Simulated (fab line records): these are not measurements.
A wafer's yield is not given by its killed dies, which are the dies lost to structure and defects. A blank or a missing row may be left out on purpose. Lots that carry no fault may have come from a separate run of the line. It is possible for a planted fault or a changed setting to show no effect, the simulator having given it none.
Problem report, 8D (eight disciplines) form, completed by code | flow n5-finfet | the parts of the form that need people (team, actions taken, sign-off) are left out

## 1. THE PROBLEM
At N5_BEOL_M8_ETCH_61, etch-rf-on-time-s averages 88.3 s over 3 wafers from 2 lots, while fault-free wafers read 75.1 s, standard deviation 1.4. Measured from the usual mean, that is +9.4 standard deviations.
The step: etches SiARC in CF4, target depth 45.5 nm, time 75.8 s.
Seen first at day 11 23:09 on rie-diel-04, wafer L924.4. The record has a number at this step for 30 wafers belonging to 11 lots. Rule for "out" (also "out of limits"): further than 4 standard deviations from the usual mean. Any other wafer with a number is counted as sound.

## 2. WHAT THIS IS AND IS NOT
question                    | is                     | is not
which readings at this step | etch-rf-on-time-s      | bias-w, drypump-motor-current-A, oes-product-au, rf-vpp-V, showerhead-plenum-p-Torr, throttle-valve-pct
which lots                  | L924, L929             | L918, L919, L920, L922, L927, L936, L938, L940, L941
which wafers of those lots  | L924.4, L929.3, L929.4 | L924.2, L929.1
read on which tools         | rie-diel-04            | rie-diel-03, rie-diel-05
when                        | from day 11 23:09      | up to then (13 sound wafers); but 14 sound wafers of L927, L929, L936, L938, L940, L941 came after

## 3. SUSPECTS, AND WHAT RULES EACH OUT
Counting: if a tool at a process step up to the reading ran every lot that is out, it stays a suspect. Sound lots after the first of them don't rule it out here, since some wafers of a struck lot are sound.
- pecvd-02 at N5_BEOL_M8_PECVD_70 (deposits SiO2 from TEOS/O2, target thk 20 nm, time 22.7 s): kept. It ran every lot that is out, first L924 (day 11 20:53); its last sound lot up to then is L919 (day 10 09:49).
- pvd-sputter-02 at N5_BEOL_M8_HM_DEP_02 (deposits TiN, target thk 20 nm): kept. It ran every lot that is out, first L924 (day 11 22:10); its last sound lot up to then is L922 (day 10 23:45).
- rie-diel-04 at N5_BEOL_M8_ETCH_61 (etches SiARC in CF4, target depth 45.5 nm, time 75.8 s): kept. It ran every lot that is out, first L924 (day 11 23:09); its last sound lot up to then is L922 (day 11 00:50). Its own etch-rf-on-time-s readings are out on those wafers.
- Within pecvd-02 at N5_BEOL_M8_PECVD_70: the wafers that are out ran in chambers 0, 2; their sound lot-mates ran in chamber 1.
- Within rie-diel-04 at N5_BEOL_M8_ETCH_61: the wafers that are out ran in chambers 0, 3; their sound lot-mates ran in chamber 1.
Still standing after the count: pecvd-02 at N5_BEOL_M8_PECVD_70, pvd-sputter-02 at N5_BEOL_M8_HM_DEP_02, rie-diel-04 at N5_BEOL_M8_ETCH_61.

## 4. THE CAUSE (what the simulator had put in)
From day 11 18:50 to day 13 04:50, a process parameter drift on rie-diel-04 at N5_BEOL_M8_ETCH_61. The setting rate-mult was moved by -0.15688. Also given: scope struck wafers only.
After counting, 3 suspects remain, this tool included.

## 5. SEQUENCE OF EFFECTS, ordered by route
Rows list readings where the struck wafers' mean (over those with a number) sits beyond 3 standard deviations from the usual. Only readings whose record carries a usual standard deviation are examined. hours: median over the lots of the time between each lot's start at the first step of this table that gives one and its start at this step. sigmas: the change, counted in usual standard deviations.
hours | step               | reading           | usual  | on struck wafers | change | sigmas
0     | N5_BEOL_M8_ETCH_61 | etch-rf-on-time-s | 75.1 s | 88.3             | +13.2  | +9.4
Here are the process steps it includes:
- N5_BEOL_M8_ETCH_61: etches SiARC in CF4, target depth 45.5 nm, time 75.8 s.

## 6. HOW IT WOULD HAVE BEEN CAUGHT EARLIER
In this record no reading fell out of limits until day 11 23:09, 4 hours after the fault had begun at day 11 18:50.
